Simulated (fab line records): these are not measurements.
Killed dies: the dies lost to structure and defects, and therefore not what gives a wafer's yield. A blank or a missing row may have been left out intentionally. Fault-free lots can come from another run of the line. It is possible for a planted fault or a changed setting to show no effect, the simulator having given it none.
Problem report, 8D (eight disciplines) form, completed by code + flow n5 finfet + the parts of the form that need people (team, actions taken, sign-off) are left out

1. THE PROBLEM
Mean of run length s at N5_BEOL_M3_CVD_47: 137.6 s across 2 wafers in 2 lots; on wafers with no fault it is 246.8 s (standard deviation 0.4). So: -99 or more standard deviations from the usual mean.
The step: deposits Co from CCTBA/H2, target thk 3 nm, time 223.8 s.
First observed at day 13 16:16: wafer L559.4, on cvd co-02. Wafers with a number at this step in the record: 28, from 10 lots. The rule behind "out" and "out of limits": a value lying over 4 standard deviations away from the usual mean. Any other wafer with a number is counted as sound.

2. WHAT IT IS AND WHAT IT IS NOT
| question                    | is                | is not                                                                                 |
|-----------------------------|-------------------|----------------------------------------------------------------------------------------|
| which readings at this step | run length s      | -                                                                                      |
| which lots                  | L559, L560        | L547, L551, L552, L553, L554, L562, L564, L568                                         |
| which wafers of those lots  | L559.4, L560.4    | L559.6, L560.2                                                                         |
| read on which tools         | cvd co-02         | cvd co-01                                                                              |
| when                        | from day 13 16:16 | up to then (16 sound wafers); but 10 sound wafers of L560, L562, L564, L568 came after |

3. WHAT RULES OUT EACH SUSPECT
Counting: a tool at a process step up to the reading stays a suspect if it ran every lot that is out. Sound lots after the first of them don't rule it out here, since some wafers of a struck lot are sound.
- rie diel-01 at N5_BEOL_M3_STRIP_97 (strips in N2/H2, time 10 s): kept. Every lot that is out went through it, the first being L559 (day 13 15:29); the last sound lot it ran before that was L552 (day 9 03:41). Because N5_BEOL_M3_STRIP_97 lacks a start for some lots, the hours and order of its lots are taken from N5_BEOL_M3_CD_MEAS_35.
- cvd co-02 at N5_BEOL_M3_CVD_47 (deposits Co from CCTBA/H2, target thk 3 nm, time 223.8 s): kept. Every lot that is out went through it, the first being L559 (day 13 16:16); the last sound lot it ran before that was L553 (day 9 12:19). Its own run length s readings are out on those wafers.
- Within cvd co-02 at N5_BEOL_M3_CVD_47: the wafers that are out ran in chamber 0; their sound lot-mates ran in chambers 1, 2.
Left after counting: rie diel-01 at N5_BEOL_M3_STRIP_97, cvd co-02 at N5_BEOL_M3_CVD_47.

4. THE CAUSE (what the simulator had put in)
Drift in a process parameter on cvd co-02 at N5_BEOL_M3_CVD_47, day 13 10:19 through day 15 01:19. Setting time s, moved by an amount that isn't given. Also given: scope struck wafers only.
2 suspects survive the count, and this tool is in that group.

5. SEQUENCE OF EFFECTS, ordered by route
Each row: a reading whose mean over the struck wafers that have a number lies more than 3 standard deviations from the usual. Scope: only readings with a usual standard deviation given in the record; hours: median across lots of the time from each lot's start at the first step in this table that gives one to its start at this step; sigmas: change in usual standard deviations.
| hours | step                    | reading          | usual   | on struck wafers | change | sigmas      |
|-------|-------------------------|------------------|---------|------------------|--------|-------------|
| 0     | N5_BEOL_M3_CVD_47       | run length s     | 246.8 s | 137.6            | -109.2 | -99 or more |
| 144   | N5_PASSIVATION_PROBE_49 | sort_bin_8_speed | 0.00 %  | 0.04             | +0.04  | +4.0        |
The process steps in it:
- N5_BEOL_M3_CVD_47: deposits Co from CCTBA/H2, target thk 3 nm, time 223.8 s.
- N5_PASSIVATION_PROBE_49
At these later measuring or inspecting steps, every struck wafer for which the step has a row has a number for every such reading, and none has moved that far: N5_BEOL_M4_RC_MEAS_101.

6. WHAT WOULD HAVE CAUGHT IT SOONER
In this record no reading fell out of limits until day 13 16:16, 6 hours after the fault had begun at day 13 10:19.
